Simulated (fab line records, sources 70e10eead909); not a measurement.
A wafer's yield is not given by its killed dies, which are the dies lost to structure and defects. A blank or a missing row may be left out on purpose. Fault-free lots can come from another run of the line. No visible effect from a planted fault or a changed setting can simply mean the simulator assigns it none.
Comparing a struck lot with a sound one || flow nand_harc || 19 out of 1302 route steps
Sound: the wafers L293.1, L293.2, L293.3. The struck wafers were L298.1, L298.2, L298.4. Last of all comes the cause.
Per side, at each step with rows, come the tool, then ch with its chambers, and then its first start. Under that, the readings that differ: sound wafers || struck wafers || difference of the means || sigmas: that difference in standard deviations of wafers without a fault.
alike: readings whose means differ by less than 2 such deviations, and words and numbers that are the same on both sides. not compared: withheld readings, readings that some wafer has no value for, bounds like >300 that may hide the same value, and numbers for which the record gives no deviation and whose values overlap.
A row with sigmas, a row that says differs or no value, or rows on one side alone: a step with any of these is where the two part. When numbers do not overlap yet have no deviation, they are printed without sigmas and do not part them. Lack of a reading on every wafer of one side parts them only where that side has two or more wafers.

NHARC_P_ZERO_WELL_CD_MEAS_11: target cd 500 nm.
  sound on cd_sem-02 ch 0, day 4 09:07; struck on cd_sem-01 ch 0, day 6 11:14
  alike: cd_nm
then, 1 step without rows for these wafers: NHARC_P_ZERO_WELL_HARDBAKE_12 (time 65 s).
NHARC_P_ZERO_WELL_DESCUM_13: chemistry O2, time 3 s.
  sound on rie_diel-06 ch 0,1,3, day 4 09:16; struck on rie_diel-04 ch 0,1,2, day 6 11:26
{"reading": "rf_hours_counter_h (h)", "sound": "42 41 44", "struck": "36 39 39", "difference": -4, "sigmas": ""}
  alike: drypump_motor_current_A, oes_product_au, rf_vpp_V, showerhead_plenum_p_Torr, throttle_valve_pct
NHARC_P_ZERO_WELL_ETCH_65: etches the open film in N2/H2, target depth 80 nm, overetch 24 nm, time 87.88 s.
  sound on rie_diel-06 ch 0,1,2, day 4 09:21; struck on rie_diel-04 ch 1,2,3, day 6 11:34
{"reading": "rf_hours_counter_h (h)", "sound": "41 44 45", "struck": "39 37 36", "difference": -6, "sigmas": ""}
  alike: drypump_motor_current_A, oes_product_au, rf_vpp_V, showerhead_plenum_p_Torr, throttle_valve_pct
NHARC_P_ZERO_WELL_ETCH_62: etches the open film in CHF3/Ar, target depth 13 nm, time 6.5 s.
  sound on rie_diel-06 ch 0,2,3; struck on rie_diel-04 ch 0,2,3
{"reading": "rf_hours_counter_h (h)", "sound": "41 45 42", "struck": "37 39 36", "difference": -5, "sigmas": ""}
  alike: drypump_motor_current_A, oes_product_au, rf_vpp_V, showerhead_plenum_p_Torr, throttle_valve_pct
NHARC_P_ZERO_WELL_ETCH_63: etches the open film in HBr/Cl2, target depth 120 nm, time 40.1 s.
  sound on rie_si-04 ch 0,1,2, day 4 09:32; struck on rie_si-04 ch 1,2,3, day 6 11:52
{"reading": "rf_hours_counter_h (h)", "sound": "0.51 0.47 0.56", "struck": "0.87 0.72 0.82", "difference": "+0.29", "sigmas": ""}
  alike: drypump_motor_current_A, he_backside_leak_sccm, mfc_cl2_sccm, oes_product_au, throttle_valve_pct
then, 6 steps without rows for these wafers: NHARC_P_ZERO_WELL_STRIP_15 (strips in SPM, time 900 s); NHARC_P_ZERO_WELL_DEHYDRATE_16 (time 120 s); NHARC_P_ZERO_WELL_HMDS_17 (time 30 s); NHARC_P_ZERO_WELL_COAT_18; NHARC_P_ZERO_WELL_SOFTBAKE_19 (time 95 s); NHARC_P_ZERO_WELL_EBR_20.
NHARC_P_ZERO_WELL_EXPOSE_21: exposes mask P NWELL, target cd 720 nm.
  sound on krf_scanner-02 ch 0, day 4 10:10; struck on krf_scanner-03 ch 0, day 6 12:38
{"reading": "mask", "sound": "P_NWELL#0 P_NWELL#0 P_NWELL#0", "struck": "P_NWELL_R1#0 P_NWELL_R1#0 P_NWELL_R1#0", "difference": "differs", "sigmas": ""}
then, 2 steps without rows for these wafers: NHARC_P_ZERO_WELL_PEB_22 (peb time 85 s); NHARC_P_ZERO_WELL_DEVELOP_23 (time 70 s).
NHARC_P_ZERO_WELL_CD_MEAS_24: target cd 720 nm.
  sound on cd_sem-02 ch 0, day 4 10:20; struck on cd_sem-02 ch 0, day 6 12:47
{"reading": "cd_nm (nm)", "sound": "718.8 720.4 721.4", "struck": "711.0 710.5 709.9", "difference": -9.7, "sigmas": -6}
then, 1 step without rows for these wafers: NHARC_P_ZERO_WELL_HARDBAKE_25 (time 80 s).
NHARC_P_ZERO_WELL_DESCUM_26: chemistry O2, time 3 s.
  sound on rie_diel-06 ch 0,2,3, day 4 10:29; struck on rie_diel-04 ch 0,1,3, day 6 13:23
{"reading": "rf_hours_counter_h (h)", "sound": "41 42 45", "struck": "40 38 40", "difference": -3, "sigmas": ""}
{"reading": "model.P_ZERO_WELL.cd_nm (nm)", "sound": "718.6 720.9 721.9", "struck": "710.7 711.2 710.5", "difference": -9.7, "sigmas": ""}
  alike: drypump_motor_current_A, oes_product_au, rf_vpp_V, showerhead_plenum_p_Torr, throttle_valve_pct
following that, these wafers have no rows for 1 step: NHARC_P_ZERO_WELL_IMPLANT_27.

## WHERE THEY PART
First at NHARC_P_ZERO_WELL_EXPOSE_21; last, within this record, at NHARC_P_ZERO_WELL_CD_MEAS_24. Later steps at which nothing parts them and some readings are alike: NHARC_P_ZERO_WELL_DESCUM_26.

WHY: what had been put in by the simulator
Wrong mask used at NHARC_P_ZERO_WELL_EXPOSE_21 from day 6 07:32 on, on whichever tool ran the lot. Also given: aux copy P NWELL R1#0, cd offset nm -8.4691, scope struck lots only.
